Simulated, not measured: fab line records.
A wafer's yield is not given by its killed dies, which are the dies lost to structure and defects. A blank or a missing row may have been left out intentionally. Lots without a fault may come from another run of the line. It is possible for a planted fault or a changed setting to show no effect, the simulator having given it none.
A single fault, viewed from 2 desks    flow n5 finfet    only its own numbers are on each desk; what lay behind them is given at the end

## FROM THE METROLOGY DESK
Lot by lot, what the gauges showed, no matter which tool ran the lot: averages of those sampled wafers that carry a number. Marked OUT: a lot whose mean sits more than 4 standard deviations from the usual mean, which makes it out of limits; the brackets give that distance. It has 13 readings, of which 7 appear: the earliest out of limits, and the ones furthest out on some lot.
Columns: A = HMC_CMP_THK at N5_PMOS_HMC_CHANNEL_EPI_THK_MEAS_22, usual 53.7 nm; B = CJ_P at N5_BEOL_M4_RC_MEAS_101, usual 5.83; C = DIBL_P at N5_BEOL_M4_RC_MEAS_101, usual 36.4 mV/V; D = IOFF_P at N5_BEOL_M4_RC_MEAS_101, usual 0.22 nA/um; E = IOFF_P_85C at N5_BEOL_M4_RC_MEAS_101, usual 3.7 nA/um; F = ION_P at N5_BEOL_M4_RC_MEAS_101, usual 463 uA/um; G = SS_P at N5_BEOL_M4_RC_MEAS_101, usual 73.3 mV/dec
lot   first seen here  A                B                C     D                E               F    G
L231  day 2 02:04      53.0             6.03             34.1  0.20             3.4             466  72.8
L232  day 2 07:59      54.4             5.65             36.3  0.18             3.2             456  72.9
L234  day 2 20:53      54.3             5.79             36.8  0.21             3.7             465  73.6
L236  day 3 08:01      54.8             5.58             35.6  0.20             3.5             458  73.3
L242  day 4 20:13      59.8 (+7.6) OUT  3.99 (-10) OUT   38.5  0.29             4.8             448  75.0
L243  day 5 02:01      58.6 (+6.1) OUT  4.42 (-7.8) OUT  41.9  0.54 (+7.2) OUT  7.7 (+6.4) OUT  444  78.5 (+7.7) OUT
L244  day 5 08:59      58.7 (+6.2) OUT  4.17 (-9.2) OUT  41.6  0.50 (+6.4) OUT  7.6 (+6.2) OUT  439  78.5 (+7.8) OUT
L246  day 5 19:49      53.0             6.06             34.8  0.21             3.7             466  73.0
L249  day 6 13:53      53.8             5.76             32.5  0.13             2.4             446  72.8
L251  day 7 02:05      53.1             5.87             35.0  0.18             3.2             458  73.0
This desk's result: L242, L243, L244 out of limits, first on L242 (HMC_CMP_THK at N5_PMOS_HMC_CHANNEL_EPI_THK_MEAS_22), day 4 20:13. In limits: L231, L232, L234, L236, L246, L249, L251.

## DESK OF THE TOOL OWNER: rie si-05
The tool's own readings at N5_PMOS_HMC_CHANNEL_EPI_FIN_RECESS_16 (chemistry HBr/Cl2, target Si, target depth 54 nm, time 18 s): means of the sampled wafers that have a number, for each lot that ran on this tool. Marked OUT: a lot whose mean sits more than 4 standard deviations from the usual mean, which makes it out of limits; the brackets give that distance.
Columns: A = HBr_flow_sccm at N5_PMOS_HMC_CHANNEL_EPI_FIN_RECESS_16, usual 150.0 sccm; B = drypump motor current A at N5_PMOS_HMC_CHANNEL_EPI_FIN_RECESS_16, usual 5.8 A; C = oes product au at N5_PMOS_HMC_CHANNEL_EPI_FIN_RECESS_16, usual 0.998 a.u.; D = rf fwd power W at N5_PMOS_HMC_CHANNEL_EPI_FIN_RECESS_16, usual 795.6 W; E = throttle valve pct at N5_PMOS_HMC_CHANNEL_EPI_FIN_RECESS_16, usual 35.48 %
lot   first seen here  A      B    C      D      E
L231  day 1 23:52      149.5  6.2  0.989  794.8  35.45
L232  day 2 05:46      150.2  6.2  1.004  795.5  35.42
L242  day 4 18:01      149.9  5.8  0.986  795.7  35.38
L243  day 5 00:13      149.9  6.4  0.992  796.6  35.57
L244  day 5 06:43      150.0  5.9  0.993  797.9  35.39
Result from this desk: across the 5 lots, nothing is out of limits.

## ALL TOGETHER
An alarm was possible from the metrology desk at day 4 20:13, on L242, L243, L244.
The desk of the tool owner found nothing out of limits.
The tool owner's desk has L242, L243, L244 on record, within its limits.
The lots listed all ran N5_PMOS_HMC_CHANNEL_EPI_FIN_RECESS_16 on rie si-05.

## WHAT HAD BEEN PUT IN BY THE SIMULATOR
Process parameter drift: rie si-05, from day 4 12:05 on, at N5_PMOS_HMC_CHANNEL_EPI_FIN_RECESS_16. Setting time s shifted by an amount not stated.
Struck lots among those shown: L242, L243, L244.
Time in hours between the start of the fault and the first out-of-limits reading at each desk: metrology desk, 8.
